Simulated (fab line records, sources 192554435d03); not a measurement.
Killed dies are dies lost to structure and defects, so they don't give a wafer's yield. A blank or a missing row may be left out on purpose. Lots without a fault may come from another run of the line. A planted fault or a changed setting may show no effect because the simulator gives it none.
Chamber matching | flow n5_finfet | N5_PMOS_HMC_CHANNEL_EPI_STRIP_33 on rie_diel-01: 4 sister chambers
The step strips in N2/H2. 8 wafers are shown with their chamber, then 7 later ones without.

WAFERS WITH THEIR CHAMBER
wafer  | chamber | drypump_motor_current_A (A) | throttle_valve_pct (%)
L078.1 | 0       | 4.7                         | 18.5
L083.2 | 2       | 6.1                         | 18.9
L083.5 | 2       | 6.1                         | 18.9
L086.1 | 1       | 5.2                         | 19.1
L086.3 | 3       | 6.4                         | 18.7
L086.5 | 0       | 4.8                         | 18.5
L092.1 | 1       | 5.2                         | 19.2
L092.2 | 3       | 6.4                         | 18.7

WAFERS WITHOUT THEIR CHAMBER
wafer  | drypump_motor_current_A (A) | throttle_valve_pct (%)
L092.3 | 4.7                         | 18.5
L095.2 | 6.1                         | 18.5
L095.3 | 6.4                         | 18.7
L095.4 | 4.7                         | 18.5
L096.2 | 5.2                         | 19.2
L096.4 | 6.4                         | 18.8
L096.6 | 6.4                         | 18.8

WHICH CHAMBER EACH WENT THROUGH
wafer  | from the rows above     | in truth
L092.3 | 0                       | 0
L095.2 | can't be placed: 3 or 2 | 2
L095.3 | 3                       | 3
L095.4 | 0                       | 0
L096.2 | 1                       | 1
L096.4 | 3                       | 3
L096.6 | 3                       | 3
Placed correctly: 6 of 7. Can't be placed from these rows: 1 (the true chamber is among the candidates in 1). Placed wrongly: 0.
How it was worked out, from the rows above alone: a wafer's distance from a chamber is the root of the sum, over the readings, of the square of ((its reading less the chamber's mean) divided by the reading's scatter). The wafer belongs to the nearest chamber; if the next one is less than 2 further off, it can't be placed. A chamber's mean is the mean of its shown wafers. The scatter: the root of (the sum of the squares of (reading less its chamber's mean) over the shown wafers, divided by (wafers less chambers)).
